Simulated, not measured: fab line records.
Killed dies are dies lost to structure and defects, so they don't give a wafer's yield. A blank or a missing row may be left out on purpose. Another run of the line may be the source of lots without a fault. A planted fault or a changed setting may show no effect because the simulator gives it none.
Lot-split experiment ; flow n5_finfet ; on a route of 1938 steps: 7 lots, 39 wafers read

== ON THE SPLIT ==
At N5_FIN_SAQP_ALD_61 (deposits SiO2, target thk 4 nm, pulse time 1 s, purge time 2 s), the setting ald_cycles was moved away from the recipe's 43 on 15 of the 39 wafers read, by -4.7% to +16.3%. All remaining wafers had this setting at the recipe value.

The reading is taken at the split's own step.

== THE READING ==
SiO2_of_FIN_SAQP_ALD_61.thk_nm (the simulator's own value, which no gauge read), in nm, at N5_FIN_SAQP_ALD_61 (deposits SiO2, target thk 4 nm, pulse time 1 s, purge time 2 s). No usual value for it is given in the file. Average 4.000 nm, standard deviation 0.021 nm, over the 24 wafers here run with the recipe.

wafer;tool, chamber at the split;ald_cycles as run;against the recipe;SiO2_of_FIN_SAQP_ALD_61.thk_nm, nm;against lot-mates on the recipe
L075.1;ald_sin-04, 1;43;recipe;3.992;-
L075.2;ald_sin-04, 2;43;recipe;3.978;-
L075.3;ald_sin-04, 3;50;+16.3%;4.693;+0.706
L075.4;ald_sin-04, 0;43;recipe;3.99;-
L075.5;ald_sin-04, 3;50;+16.3%;4.659;+0.672
L075.6;ald_sin-04, 0;50;+16.3%;4.633;+0.646
L084.1;ald_sin-03, 3;43;recipe;4.007;-
L084.2;ald_sin-03, 2;43;recipe;3.993;-
L084.3;ald_sin-03, 1;43;recipe;3.983;-
L084.4;ald_sin-03, 0;43;recipe;3.969;-
L084.5;ald_sin-03, 0;43;recipe;3.957;-
L084.6;ald_sin-03, 3;43;recipe;4.005;-
L086.1;ald_sin-03, 1;43;recipe;3.991;-
L086.2;ald_sin-03, 2;48;+11.6%;4.477;+0.479
L086.3;ald_sin-03, 0;43;recipe;4;-
L086.4;ald_sin-03, 3;48;+11.6%;4.491;+0.493
L086.5;ald_sin-03, 2;43;recipe;4.002;-
L086.6;ald_sin-03, 1;48;+11.6%;4.429;+0.431
L088.2;ald_sin-04, 3;43;recipe;4.012;-
L088.4;ald_sin-04, 2;43;recipe;3.988;-
L088.5;ald_sin-04, 2;43;recipe;3.991;-
L089.1;ald_sin-03, 1;49;+14.0%;4.562;+0.553
L089.2;ald_sin-03, 0;49;+14.0%;4.572;+0.563
L089.3;ald_sin-03, 3;49;+14.0%;4.568;+0.559
L089.4;ald_sin-03, 2;43;recipe;4.031;-
L089.5;ald_sin-03, 2;43;recipe;3.99;-
L089.6;ald_sin-03, 3;43;recipe;4.005;-
L092.1;ald_sin-01, 2;41;-4.7%;3.796;-0.241
L092.2;ald_sin-01, 3;41;-4.7%;3.823;-0.214
L092.3;ald_sin-01, 0;43;recipe;4.06;-
L092.4;ald_sin-01, 1;43;recipe;4.017;-
L092.5;ald_sin-01, 3;41;-4.7%;3.814;-0.223
L092.6;ald_sin-01, 2;43;recipe;4.034;-
L095.1;ald_sin-01, 1;43;recipe;3.995;-
L095.2;ald_sin-01, 2;49;+14.0%;4.547;+0.544
L095.3;ald_sin-01, 3;43;recipe;4;-
L095.4;ald_sin-01, 0;49;+14.0%;4.621;+0.618
L095.5;ald_sin-01, 1;49;+14.0%;4.569;+0.566
L095.6;ald_sin-01, 2;43;recipe;4.014;-

THE FIT
A straight line over all 39 wafers: SiO2_of_FIN_SAQP_ALD_61.thk_nm changes by +0.0407 nm for each +1% of ald_cycles; r = +1.00; the points scatter about the line by 0.022 nm.
The same after taking each lot's own level away (the mean of its wafers on the recipe; 39 wafers): +0.0414 nm for each +1%; r = +1.00; scatter 0.021 nm.
On that fit, the largest move of ald_cycles shifts the reading by 0.67 nm.
Across the lots, their own levels run from 3.9857 to 4.0370 nm, a range of 2.4 times the standard deviation given above.
The two slopes are in agreement: the lot-to-lot level therefore moves the slope only a little.
Check: +0.664 nm against its lot-mates is what the line predicts for one of the wafers moved furthest among these (+16.3%) when that wafer is left out of the fit. It came out at +0.706 nm against them.

== THE FILE'S OWN FIT ==
SiO2_of_FIN_SAQP_ALD_61.thk_nm changes by +0.0411 nm for each +1% of ald_cycles, r = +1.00.
